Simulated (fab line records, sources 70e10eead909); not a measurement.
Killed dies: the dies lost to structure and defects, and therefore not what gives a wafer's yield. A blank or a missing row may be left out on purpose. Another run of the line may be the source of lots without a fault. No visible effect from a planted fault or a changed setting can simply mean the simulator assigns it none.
fab line records	flow nandHarc
record lots=7	wafers=21	lastDay=24
route steps=1159 shown A_CONTACT@864 END@1159
lots with no fault: from the same line, run without faults
startH: start of the lot's first displayed wafer, in hours after the record's first day	waitH: hours elapsed since this lot's preceding step	" unchanged from the row above	L1.1+2: a row that stands for several wafers	- no value, or no start given	* or withheld: withheld	< > ~ a bound
route shown NAME@n: names a module that has steps shown in the file, with the first one's number in the route	usual: mean/standard deviation taken from wafers without a fault	same: alike in all rows	chamber/n: place in a boat	sites: per-site readings	_std_site: standard deviation of those values	_edge_site: inner sites' mean taken away from outer sites' mean	radiusMm: for every site, how far away it sits from the centre of the wafer	mask NAME#n: copy n	behind: the most recent tool/chamber to have shaped the wafer	hold: reason for holding the lot/hours on hold/outcome of the hold	device: names the non-switching transistor (n, p or np)	end of line: tests of these same wafers at the route's end	step lacking rows: just its recipe	killed: at the first sort, the dies lost to defects and structure; wafer yield is something else	map: dies across one wafer; x = killed, . = not, _ = none there
set.NAME: the run value of the setting; set.NAME@STEP: its run value at that earlier step	model.NAME: the simulator's own value behind a step, which no gauge read
lots at selected steps of the route; one table per step, one row per wafer
services: from which hour (startH, from the record's first day; less than 0 if before it) a tool's chamber was out of use, for how many hours, and why
## steps
# step NHARC_A_CONTACT_ETCH_113
# recipe sourceW=withheld	pressureMtorr=20	biasV=3000	timeS=94	targetDepthA=9220	arFlowSccm=withheld	c4f8FlowSccm=withheld	o2FlowSccm=withheld	chemistry=C4F8/O2/Ar
# usual chamberPressureMTorr=20.000/0.017	oesAirLineAu=1.001/0.018
lot.wafer	tool	chamber	startH	waitH	chamberPressureMTorr	oesAirLineAu	rfHoursCounterH
L491.4	harCapEtch-02	1	368.51	0.1	20.024	1.006	-
L491.6	"	1	"	"	19.990	1.035	-
L491.5	"	0	"	"	20.003	0.976	-
L499.2	harCapEtch-03	0	424.31	0.1	19.981	1.024	89
L499.3	"	0	"	"	20.008	1.006	-
L499.6	"	0	"	"	20.015	0.983	-
L500.2	harCapEtch-01	1	427.76	0.1	20.024	1.001	66
L500.4	"	0	"	"	20.000	0.991	-
L500.3	"	1	"	"	20.000	1.025	-
L504.1	harCapEtch-03	1	432.36	0.1	19.989	0.988	90
L504.2	"	0	"	"	20.003	0.992	90
L504.4	"	1	"	"	19.967	1.006	-
L509.3	harCapEtch-03	1	468.51	0.1	19.996	0.980	-
L509.5	"	0	"	"	20.022	1.003	-
L509.6	"	1	"	"	19.988	0.960	-
L510.2	harCapEtch-02	0	470.89	0.1	20.031	0.982	26
L510.4	"	0	"	"	20.003	1.000	-
L510.5	"	1	"	"	20.022	1.022	-
L512.2	harCapEtch-03	1	503.96	0.1	20.013	1.025	102
L512.1	"	0	"	"	19.991	1.001	102
L512.4	"	1	"	"	20.002	0.989	-
# step NHARC_A_CONTACT_ETCH_114
# recipe sourceW=withheld	pressureMtorr=20	biasV=3000	timeS=94	targetDepthA=9220	arFlowSccm=withheld	c4f8FlowSccm=withheld	o2FlowSccm=withheld	chemistry=C4F8/O2/Ar
# usual chamberPressureMTorr=20.002/0.018	oesAirLineAu=1.005/0.02
lot.wafer	tool	chamber	startH	waitH	chamberPressureMTorr	oesAirLineAu	rfHoursCounterH
L491.4	harCapEtch-02	1	368.63	0.1	20.003	1.021	-
L491.6	"	1	"	"	19.997	0.999	-
L491.5	"	0	"	"	19.969	1.004	-
L499.2	harCapEtch-03	0	424.40	0.1	20.003	1.054	89
L499.3	"	0	"	"	20.006	1.034	-
L499.6	"	0	"	"	20.029	0.994	-
L500.2	harCapEtch-01	1	427.85	0.1	20.024	1.033	66
L500.4	"	0	"	"	19.982	0.971	-
L500.3	"	1	"	"	20.012	0.989	-
L504.1	harCapEtch-03	1	432.45	0.1	19.993	0.988	90
L504.2	"	0	"	"	19.970	0.983	90
L504.4	"	1	"	"	20.005	1.025	-
L509.3	harCapEtch-03	1	468.60	0.1	20.009	1.036	-
L509.5	"	0	"	"	19.986	1.020	-
L509.6	"	1	"	"	19.987	0.985	-
L510.2	harCapEtch-02	0	470.98	0.1	19.987	1.013	26
L510.4	"	0	"	"	19.993	0.994	-
L510.5	"	1	"	"	20.004	1.015	-
L512.2	harCapEtch-03	1	504.05	0.1	20.008	1.013	102
L512.1	"	0	"	"	20.015	0.971	102
L512.4	"	1	"	"	20.015	1.046	-
# step NHARC_A_CONTACT_ETCH_115
# recipe sourceW=withheld	pressureMtorr=20	biasV=3000	timeS=94	targetDepthA=9220	arFlowSccm=withheld	c4f8FlowSccm=withheld	o2FlowSccm=withheld	chemistry=C4F8/O2/Ar
# step NHARC_A_CONTACT_ETCH_116
# recipe sourceW=withheld	pressureMtorr=20	biasV=3000	timeS=94	targetDepthA=9220	arFlowSccm=withheld	c4f8FlowSccm=withheld	o2FlowSccm=withheld	chemistry=C4F8/O2/Ar
# step NHARC_A_CONTACT_ETCH_117
# recipe sourceW=withheld	pressureMtorr=20	biasV=3000	timeS=94	targetDepthA=9220	arFlowSccm=withheld	c4f8FlowSccm=withheld	o2FlowSccm=withheld	chemistry=C4F8/O2/Ar
# step NHARC_A_CONTACT_ETCH_118
# recipe sourceW=withheld	pressureMtorr=20	biasV=3000	timeS=94	targetDepthA=9220	arFlowSccm=withheld	c4f8FlowSccm=withheld	o2FlowSccm=withheld	chemistry=C4F8/O2/Ar
# usual chamberPressureMTorr=20.001/0.019	oesAirLineAu=0.999/0.021
lot.wafer	tool	chamber	startH	waitH	chamberPressureMTorr	oesAirLineAu	rfHoursCounterH
L491.4	harCapEtch-02	1	369.11	0.1	19.968	0.990	-
L491.6	"	1	"	"	19.992	0.979	-
L491.5	"	0	"	"	19.974	1.009	-
L499.2	harCapEtch-03	0	424.77	0.1	20.012	0.995	90
L499.3	"	0	"	"	19.977	0.981	-
L499.6	"	0	"	"	19.973	1.022	-
L500.2	harCapEtch-01	1	428.22	0.1	19.979	0.983	66
L500.4	"	0	"	"	19.999	1.011	-
L500.3	"	1	"	"	20.002	1.011	-
L504.1	harCapEtch-03	1	432.81	0.1	19.980	0.966	91
L504.2	"	0	"	"	20.012	1.014	91
L504.4	"	1	"	"	20.029	0.973	-
L509.3	harCapEtch-03	1	468.96	0.1	20.011	0.987	-
L509.5	"	0	"	"	19.987	0.971	-
L509.6	"	1	"	"	19.988	1.003	-
L510.2	harCapEtch-02	0	471.35	0.1	19.990	1.044	26
L510.4	"	0	"	"	20.024	1.047	-
L510.5	"	1	"	"	20.012	1.016	-
L512.2	harCapEtch-03	1	504.41	0.1	19.979	0.976	103
L512.1	"	0	"	"	20.008	1.009	103
L512.4	"	1	"	"	20.031	0.968	-
# step NHARC_A_CONTACT_ETCH_119
# recipe sourceW=withheld	pressureMtorr=20	biasV=3000	timeS=94	targetDepthA=9220	arFlowSccm=withheld	c4f8FlowSccm=withheld	o2FlowSccm=withheld	chemistry=C4F8/O2/Ar
# step NHARC_A_CONTACT_ETCH_120
# recipe sourceW=withheld	pressureMtorr=20	biasV=3000	timeS=94	targetDepthA=9220	arFlowSccm=withheld	c4f8FlowSccm=withheld	o2FlowSccm=withheld	chemistry=C4F8/O2/Ar
# step NHARC_A_CONTACT_ETCH_121
# recipe sourceW=withheld	pressureMtorr=20	biasV=3000	timeS=94	targetDepthA=9220	arFlowSccm=withheld	c4f8FlowSccm=withheld	o2FlowSccm=withheld	chemistry=C4F8/O2/Ar
# step NHARC_A_CONTACT_ETCH_122
# recipe sourceW=withheld	pressureMtorr=20	biasV=3000	timeS=95	targetDepthA=9300	arFlowSccm=withheld	c4f8FlowSccm=withheld	o2FlowSccm=withheld	chemistry=C4F8/O2/Ar
# usual chamberPressureMTorr=20.001/0.02	oesAirLineAu=0.999/0.019
lot.wafer	tool	chamber	startH	waitH	chamberPressureMTorr	oesAirLineAu	rfHoursCounterH
L491.4	harCapEtch-02	1	369.60	0.1	20.099	0.980	-
L491.6	"	1	"	"	20.022	1.011	-
L491.5	"	0	"	"	20.006	1.035	-
L499.2	harCapEtch-03	0	425.13	0.1	19.977	0.987	90
L499.3	"	0	"	"	19.993	0.996	-
L499.6	"	0	"	"	19.985	1.008	-
L500.2	harCapEtch-01	1	428.58	0.1	20.010	1.020	66
L500.4	"	0	"	"	19.988	0.969	-
L500.3	"	1	"	"	20.008	1.020	-
L504.1	harCapEtch-03	1	433.18	0.1	19.975	0.993	91
L504.2	"	0	"	"	20.025	1.006	91
L504.4	"	1	"	"	19.998	0.994	-
L509.3	harCapEtch-03	1	469.32	0.1	20.020	0.992	-
L509.5	"	0	"	"	20.020	0.987	-
L509.6	"	1	"	"	19.992	1.009	-
L510.2	harCapEtch-02	0	471.71	0.1	20.004	1.024	26
L510.4	"	0	"	"	20.013	0.993	-
L510.5	"	1	"	"	19.995	0.989	-
L512.2	harCapEtch-03	1	504.78	0.1	20.017	0.977	103
L512.1	"	0	"	"	19.989	1.027	103
L512.4	"	1	"	"	20.023	0.975	-
# step NHARC_A_CONTACT_ETCH_123
# recipe sourceW=withheld	pressureMtorr=20	biasV=400	timeS=253	targetDepthA=10900	arFlowSccm=withheld	c4f8FlowSccm=11.5	o2FlowSccm=7.2	chemistry=C4F8/O2/Ar
# usual chamberPressureMTorr=19.999/0.02	oesAirLineAu=1.002/0.023
lot.wafer	tool	chamber	startH	waitH	chamberPressureMTorr	oesAirLineAu	rfHoursCounterH
L491.4	harCapEtch-02	1	369.82	0.2	20.036	0.990	-
L491.6	"	1	"	"	20.041	0.959	-
L491.5	"	0	"	"	20.012	1.029	-
L499.2	harCapEtch-03	0	425.23	0.1	19.984	0.991	90
L499.3	"	0	"	"	20.000	0.932	-
L499.6	"	0	"	"	19.992	0.950	-
L500.2	harCapEtch-01	1	428.71	0.1	20.026	1.029	67
L500.4	"	0	"	"	20.009	0.999	-
L500.3	"	1	"	"	19.986	1.035	-
L504.1	harCapEtch-03	1	433.27	0.1	19.979	1.024	91
L504.2	"	0	"	"	20.030	1.027	91
L504.4	"	1	"	"	20.007	0.987	-
L509.3	harCapEtch-03	1	469.53	0.2	19.954	1.016	-
L509.5	"	0	"	"	19.907	0.998	-
L509.6	"	1	"	"	20.014	1.025	-
L510.2	harCapEtch-02	0	471.84	0.1	20.011	1.022	26
L510.4	"	0	"	"	20.007	1.006	-
L510.5	"	1	"	"	19.984	0.972	-
L512.2	harCapEtch-03	1	504.87	0.1	19.978	1.028	103
L512.1	"	0	"	"	20.012	1.015	103
L512.4	"	1	"	"	19.998	0.995	-
# step NHARC_A_CONTACT_ETCH_90
# recipe targetDepthA=400	overEtchFrac=0.5	timeS=85.7	ionEnergyEv=120	ch3fFlowSccm=50	o2FlowSccm=30	arFlowSccm=200	rfW=500	biasW=100	chemistry=CH3F/O2
# step NHARC_A_CONTACT_ETCH_96
# recipe targetDepthA=200	overEtchFrac=0.5	timeS=10	ionEnergyEv=250	c4f6FlowSccm=25	o2FlowSccm=20	arFlowSccm=500	rfW=600	biasW=500	chemistry=C4F6/O2
# usual biasW=500.2/1.5	c4f6FlowSccm=25.00/0.082	drypumpMotorCurrentA=5.6/0.54	oesProductAu=0.967/0.023	rfVppV=546.5/2.6	showerheadPlenumPTorr=3.90/0.11	throttleValvePct=26.903/0.0091
lot.wafer	tool	chamber	startH	waitH	biasW	c4f6FlowSccm	drypumpMotorCurrentA	oesProductAu	rfHoursCounterH	rfVppV	showerheadPlenumPTorr	throttleValvePct
L491.4	rieDiel-02	2	370.52	-	501.9	25.14	5.4	0.957	6	546.5	3.87	26.904
L491.6	"	2	"	"	501.2	25.18	5.4	0.945	-	544.5	3.87	26.920
L491.5	"	3	"	"	501.3	25.16	5.7	0.929	-	543.8	3.80	26.901
L499.3	rieDiel-02	3	425.97	-	-	-	-	-	-	-	-	-
L499.2	"	0	"	"	-	-	-	-	-	-	-	-
L499.6	"	2	"	"	-	-	-	-	-	-	-	-
L500.4	rieDiel-11	0	429.44	-	-	-	-	-	-	-	-	-
L500.2	"	1	"	"	-	-	-	-	-	-	-	-
L500.3	"	2	"	"	-	-	-	-	-	-	-	-
L504.2	rieDiel-02	0	434.05	0.2	-	-	-	-	-	-	-	-
L504.1	"	3	"	"	-	-	-	-	-	-	-	-
L504.4	"	0	"	"	-	-	-	-	-	-	-	-
L509.3	rieDiel-11	1	470.30	-	499.7	24.86	6.4	0.976	37	548.3	3.98	26.904
L509.6	"	0	"	"	502.4	24.91	6.1	0.943	-	544.2	3.82	26.901
L509.5	"	1	"	"	499.8	24.93	6.4	0.955	-	548.2	3.98	26.910
L510.4	rieDiel-03	3	472.53	-	501.9	25.15	6.7	0.962	31	544.4	3.84	26.908
L510.2	"	0	"	"	500.1	24.91	5.6	0.945	27	549.3	4.04	26.907
L510.5	"	3	"	"	497.9	25.06	6.8	0.949	-	543.7	3.84	26.916
L512.2	rieDiel-11	2	505.63	0.1	500.1	25.07	5.6	0.962	51	542.1	3.67	26.909
L512.1	"	0	"	"	502.4	24.96	6.2	0.947	52	544.8	3.81	26.891
L512.4	"	2	"	"	501.2	25.03	5.6	0.965	-	541.2	3.67	26.896
# step NHARC_A_CONTACT_CD_MEAS_53
# usual cdNm=189.6/0.78
lot.wafer	tool	chamber	startH	waitH	cdNm
L491.4	cdSem-01	-	370.61	-	189.5
L491.5	"	-	"	"	189.5
L491.6	"	-	"	"	188.4
L499.2	cdSem-01	-	426.05	-	189.3
L499.3	"	-	"	"	188.7
L499.6	"	-	"	"	188.8
L500.2	cdSem-01	-	429.52	-	190.3
L500.3	"	-	"	"	189.4
L500.4	"	-	"	"	190.3
L504.1	cdSem-02	-	434.14	0.1	189.1
L504.2	"	-	"	"	190.0
L504.4	"	-	"	"	189.7
L509.3	cdSem-01	-	470.38	-	190.0
L509.5	"	-	"	"	189.6
L509.6	"	-	"	"	190.8
L510.2	cdSem-01	-	472.61	-	190.2
L510.4	"	-	"	"	189.6
L510.5	"	-	"	"	189.7
L512.1	cdSem-02	-	505.72	-	191.2
L512.2	"	-	"	"	190.0
L512.4	"	-	"	"	190.7
# step NHARC_END_SORT_01
# recipe tempC=25
# usual killedAtArray=26/10	killedAtOther=0.5/0.87	killedAtPeriphery=3.0/2.5	killedDies=29/11	killedOpen=3.3/1.9	killedShort=1.8/1.5
# same grossDies=677
lot.wafer	tool	chamber	startH	waitH	killedAtArray	killedAtOther	killedAtPeriphery	killedDies	killedOpen	killedShort
L500.2	prober-01	0	492.10	2.8	675	0	2	677	5	1
L500.3	prober-01	0	492.89	3.1	677	0	0	677	3	2
L500.4	prober-01	0	493.68	3.4	676	0	1	677	1	1
L499.2	prober-02	0	492.12	2.8	673	0	4	677	4	1
L499.3	prober-02	0	492.92	3.1	676	0	1	677	4	1
L499.6	prober-02	0	495.33	4.0	676	0	1	677	3	3
L504.1	prober-01	0	499.08	2.5	674	0	3	677	5	2
L504.2	prober-01	0	499.89	2.8	672	0	5	677	5	0
L504.4	prober-01	0	501.51	3.4	672	0	5	677	4	3
L509.3	prober-02	0	543.55	3.1	28	0	3	31	4	2
L509.5	prober-02	0	545.14	3.7	29	0	4	33	4	3
L509.6	prober-02	0	545.94	4.0	29	0	0	29	2	1
# killed by level:class
L500.2 A_CONTACT:areaEtch=645 A_CHANNEL_HOLE_D1:chamberFilmFlake=7 A_SLIT:chamberFilmFlake=7 A_CONTACT:chamberFilmFlake=7 A_ONON_D1:geometricParticle:open=3 P_CONTACT:geometricParticle:open=1 A_SOURCE_PLATE:geometricParticle:open=1 A_CONTACT:geometricParticle:short=1
L499.2 A_CONTACT:areaEtch=649 A_CHANNEL_HOLE_D1:chamberFilmFlake=21 P_CONTACT:geometricParticle:open=2 P_M0:geometricParticle:open=1 A_ONON_D1:geometricParticle:open=1 A_CHANNEL_FILL_D1:geometricParticle:short=1 P_STI:chamberFilmFlake=1 A_CONTACT:chamberFilmFlake=1
L500.3 A_CONTACT:areaEtch=651 A_CHANNEL_HOLE_D1:chamberFilmFlake=7 A_SLIT:chamberFilmFlake=7 A_STAIRCASE:chamberFilmFlake=2 A_WL_FILL:geometricParticle:open=2 A_WL_FILL:chamberFilmFlake=2 A_CONTACT:chamberFilmFlake=2 A_ONON_D1:geometricParticle:short=1
L499.3 A_CONTACT:areaEtch=651 A_CHANNEL_HOLE_D1:chamberFilmFlake=14 A_CONTACT:chamberFilmFlake=4 A_STAIRCASE:chamberFilmFlake=2 P_CONTACT:geometricParticle:open=1 A_WL_FILL:geometricParticle:short=1 A_CONTACT:geometricParticle:open=1 A_BLC:geometricParticle:open=1
L500.4 A_CONTACT:areaEtch=654 A_SLIT:chamberFilmFlake=14 A_CHANNEL_HOLE_D1:chamberFilmFlake=3 A_WL_FILL:chamberFilmFlake=2 A_CHANNEL_HOLE_D1:geometricParticle:short=1 A_CHANNEL_FILL_D1:geometricParticle:open=1 P_GATE:chamberFilmFlake=1 A_STAIRCASE:chamberFilmFlake=1
L499.6 A_CONTACT:areaEtch=647 A_CHANNEL_HOLE_D1:chamberFilmFlake=14 A_CONTACT:chamberFilmFlake=7 A_M0:geometricParticle:open=3 A_CHANNEL_FILL_D1:geometricParticle:short=2 A_BONDPAD:chamberFilmFlake=2 A_WL_FILL:geometricParticle:short=1 P_STI:chamberFilmFlake=1
L504.1 A_CONTACT:areaEtch=663 A_CONTACT:geometricParticle:open=3 A_CHANNEL_HOLE_D1:chamberFilmFlake=3 A_WL_FILL:geometricParticle:short=2 P_M0:geometricParticle:open=1 A_WL_FILL:geometricParticle:open=1 P_GATE:chamberFilmFlake=1 P_M2:chamberFilmFlake=1
L504.2 A_CONTACT:areaEtch=656 A_STAIRCASE:chamberFilmFlake=4 A_CONTACT:geometricParticle:open=3 A_CHANNEL_HOLE_D1:chamberFilmFlake=3 A_CONTACT:chamberFilmFlake=3 A_CHANNEL_FILL_D1:geometricParticle:open=2 P_STI:chamberFilmFlake=2 P_ZERO_WELL:chamberFilmFlake=1
L504.4 A_CONTACT:areaEtch=654 A_CHANNEL_HOLE_D1:chamberFilmFlake=7 A_STAIRCASE:chamberFilmFlake=4 A_ONON_D1:geometricParticle:short=3 P_M2:chamberFilmFlake=2 P_CONTACT:geometricParticle:open=1 A_SOURCE_PLATE:geometricParticle:open=1 P_ZERO_WELL:chamberFilmFlake=1
L509.3 A_SLIT:chamberFilmFlake=12 A_CHANNEL_HOLE_D1:chamberFilmFlake=6 A_STAIRCASE:chamberFilmFlake=4 A_CONTACT:geometricParticle:open=2 P_GATE:chamberFilmFlake=2 P_GATE:geometricParticle:open=1 A_CHANNEL_FILL_D1:geometricParticle:short=1 A_SGD_CUT:geometricParticle:open=1
L509.5 A_SLIT:chamberFilmFlake=13 A_CHANNEL_HOLE_D1:chamberFilmFlake=7 A_STAIRCASE:chamberFilmFlake=4 P_M1:geometricParticle:open=2 P_M0:geometricParticle:short=1 P_M2:geometricParticle:open=1 A_ONON_D1:geometricParticle:short=1 A_CHANNEL_FILL_D1:geometricParticle:short=1
L509.6 A_SLIT:chamberFilmFlake=18 A_CHANNEL_HOLE_D1:chamberFilmFlake=5 A_CONTACT:chamberFilmFlake=2 A_CHANNEL_HOLE_D1:geometricParticle:open=1 A_CHANNEL_FILL_D1:geometricParticle:open=1 A_CONTACT:geometricParticle:short=1 A_STAIRCASE:chamberFilmFlake=1
# map L499.2 (x killed, . not)
____________x____________
_________xxxxxxx_________
_______xxxxxxxxxxx_______
______xxxxxxxxxxxxx______
_____xxxxxxxxxxxxxxx_____
____xxxxxxxxxxxxxxxxx____
____xxxxxxxxxxxxxxxxx____
___xxxxxxxxxxxxxxxxxxx___
___xxxxxxxxxxxxxxxxxxx___
__xxxxxxxxxxxxxxxxxxxxx__
__xxxxxxxxxxxxxxxxxxxxx__
_xxxxxxxxxxxxxxxxxxxxxxx_
_xxxxxxxxxxxxxxxxxxxxxxx_
_xxxxxxxxxxxxxxxxxxxxxxx_
_xxxxxxxxxxxxxxxxxxxxxxx_
_xxxxxxxxxxxxxxxxxxxxxxx_
xxxxxxxxxxxxxxxxxxxxxxxxx
xxxxxxxxxxxxxxxxxxxxxxxxx
xxxxxxxxxxxxxxxxxxxxxxxxx
xxxxxxxxxxxxxxxxxxxxxxxxx
xxxxxxxxxxxxxxxxxxxxxxxxx
_xxxxxxxxxxxxxxxxxxxxxxx_
_xxxxxxxxxxxxxxxxxxxxxxx_
_xxxxxxxxxxxxxxxxxxxxxxx_
_xxxxxxxxxxxxxxxxxxxxxxx_
_xxxxxxxxxxxxxxxxxxxxxxx_
__xxxxxxxxxxxxxxxxxxxxx__
__xxxxxxxxxxxxxxxxxxxxx__
___xxxxxxxxxxxxxxxxxxx___
___xxxxxxxxxxxxxxxxxxx___
____xxxxxxxxxxxxxxxxx____
____xxxxxxxxxxxxxxxxx____
_____xxxxxxxxxxxxxxx_____
______xxxxxxxxxxxxx______
_______xxxxxxxxxxx_______
_________xxxxxxx_________
____________x____________
# map L500.2 (x killed, . not)
____________x____________
_________xxxxxxx_________
_______xxxxxxxxxxx_______
______xxxxxxxxxxxxx______
_____xxxxxxxxxxxxxxx_____
____xxxxxxxxxxxxxxxxx____
____xxxxxxxxxxxxxxxxx____
___xxxxxxxxxxxxxxxxxxx___
___xxxxxxxxxxxxxxxxxxx___
__xxxxxxxxxxxxxxxxxxxxx__
__xxxxxxxxxxxxxxxxxxxxx__
_xxxxxxxxxxxxxxxxxxxxxxx_
_xxxxxxxxxxxxxxxxxxxxxxx_
_xxxxxxxxxxxxxxxxxxxxxxx_
_xxxxxxxxxxxxxxxxxxxxxxx_
_xxxxxxxxxxxxxxxxxxxxxxx_
xxxxxxxxxxxxxxxxxxxxxxxxx
xxxxxxxxxxxxxxxxxxxxxxxxx
xxxxxxxxxxxxxxxxxxxxxxxxx
xxxxxxxxxxxxxxxxxxxxxxxxx
xxxxxxxxxxxxxxxxxxxxxxxxx
_xxxxxxxxxxxxxxxxxxxxxxx_
_xxxxxxxxxxxxxxxxxxxxxxx_
_xxxxxxxxxxxxxxxxxxxxxxx_
_xxxxxxxxxxxxxxxxxxxxxxx_
_xxxxxxxxxxxxxxxxxxxxxxx_
__xxxxxxxxxxxxxxxxxxxxx__
__xxxxxxxxxxxxxxxxxxxxx__
___xxxxxxxxxxxxxxxxxxx___
___xxxxxxxxxxxxxxxxxxx___
____xxxxxxxxxxxxxxxxx____
____xxxxxxxxxxxxxxxxx____
_____xxxxxxxxxxxxxxx_____
______xxxxxxxxxxxxx______
_______xxxxxxxxxxx_______
_________xxxxxxx_________
____________x____________
## services
tool	chamber	startH	hours	kind
rieDiel-11	0	345.61	-	clean
rieDiel-11	1	345.61	-	clean
rieDiel-11	2	345.61	-	clean
rieDiel-11	3	345.61	-	clean
rieDiel-11	-	346.13	0.5	repair
rieDiel-03	1	350.16	4.0	repair
rieDiel-11	-	355.38	0.4	repair
rieDiel-11	1	361.75	2.5	repair
rieDiel-02	0	362.68	-	clean
rieDiel-02	1	362.68	-	clean
rieDiel-02	2	362.68	-	clean
rieDiel-02	3	362.68	-	clean
rieDiel-11	-	366.50	9.0	pm
rieDiel-11	0	366.50	9.0	ventCycle
rieDiel-11	1	366.50	9.0	ventCycle
rieDiel-11	2	366.50	9.0	ventCycle
rieDiel-11	3	366.50	9.0	ventCycle
rieDiel-11	0	375.50	-	clean
rieDiel-03	-	392.47	9.0	pm
rieDiel-02	-	406.24	0.3	repair
harCapEtch-03	-	407.80	0.5	repair
rieDiel-02	1	428.88	15.5	repair
rieDiel-11	2	473.71	9.0	repair
rieDiel-11	3	504.03	5.2	repair
## key
firstSign step=NHARC_A_CONTACT_ETCH_96	reading=toolRecord	direction=missing
effect step=NHARC_END_SORT_01	reading=killedAtArray	direction=up	sigmas=65	usual=26	struck=675
moreKillsBornAt NHARC_A_CONTACT_ETCH_96@rieDiel-02=3920	NHARC_A_CONTACT_ETCH_96@rieDiel-11=1950
metAt NHARC_A_CONTACT_ETCH_96
struckWafers L499.2,L499.3,L499.6,L500.2,L500.3,L500.4,L504.1,L504.2,L504.4
laterRowsLeftOut L499.2,L499.3,L499.6,L500.2,L500.3,L500.4,L504.1,L504.2,L504.4
testerLeftOut L499,L500,L504
onsetBetween 370.52 425.97
fault kind=skippedStepWhole	tool=rieDiel-02,rieDiel-11	chamber=-	onsetH=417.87	steps=NHARC_A_CONTACT_ETCH_96	scope=struckLotsOnly
# testerLeftOut: of these lots the tester's yield and bins aren't shown, on N5 and GAA mostly nor the transistor test; their killed dies are dies lost to structure and defects alone, not to doping, threshold or leakage, so they don't give the yield
# laterRowsLeftOut: the simulator's readings of these wafers behind a module that went badly wrong aren't trusted and aren't shown, but for the sort
